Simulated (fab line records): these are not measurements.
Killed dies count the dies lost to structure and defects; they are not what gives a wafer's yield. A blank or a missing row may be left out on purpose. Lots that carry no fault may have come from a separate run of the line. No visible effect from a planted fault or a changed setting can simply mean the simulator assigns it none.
Matching of chambers -- flow n5Finfet -- aldMetal-04 running N5_HKMG_FIN_ALD_71: 4 sister chambers
The step deposits TiN, target thk 1 nm, pulse time 1 s, purge time 3 s. 7 wafers are shown with their chamber, then 10 later ones without.

== EACH WAFER AND ITS CHAMBER ==
wafer,chamber,heaterPowerW (W),precursorPulseHeightRel
L078.2,3,784,0.978
L081.5,1,1013,0.996
L088.1,1,1043,1.039
L090.4,2,926,1.010
L090.6,0,968,0.988
L091.2,0,970,0.994
L091.4,2,895,0.984

== WAFERS WITHOUT THEIR CHAMBER ==
wafer,heaterPowerW (W),precursorPulseHeightRel
L091.6,972,0.999
L093.1,789,1.010
L093.2,969,1.034
L093.5,1056,0.974
L095.1,895,1.013
L095.4,969,0.993
L095.5,792,0.999
L096.1,951,0.991
L096.4,887,1.004
L096.6,965,1.006

== THE CHAMBER EACH PASSED THROUGH ==
wafer,from the rows above,in truth
L091.6,0,0
L093.1,3,3
L093.2,can't be placed: 0 or 1 or 2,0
L093.5,1,1
L095.1,2,2
L095.4,0,0
L095.5,3,3
L096.1,can't be placed: 0 or 2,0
L096.4,2,2
L096.6,0,0
Correctly placed: 8 of 10. Not placeable from these rows: 2 (in 2, the candidates include the true chamber). 0 placed wrongly.
How it was worked out, from the rows above alone: a wafer's distance from a chamber is the root of the sum, over the readings, of the square of ((its reading less the chamber's mean) divided by the reading's scatter). If the next closest chamber is less than 2 further off than the closest, the wafer can't be placed; otherwise it belongs to the closest. For every chamber, the mean is computed from those of its wafers that are shown. The scatter: take each reading less its chamber's mean, square it, sum over the shown wafers, divide by the number of wafers less the number of chambers, and take the root.
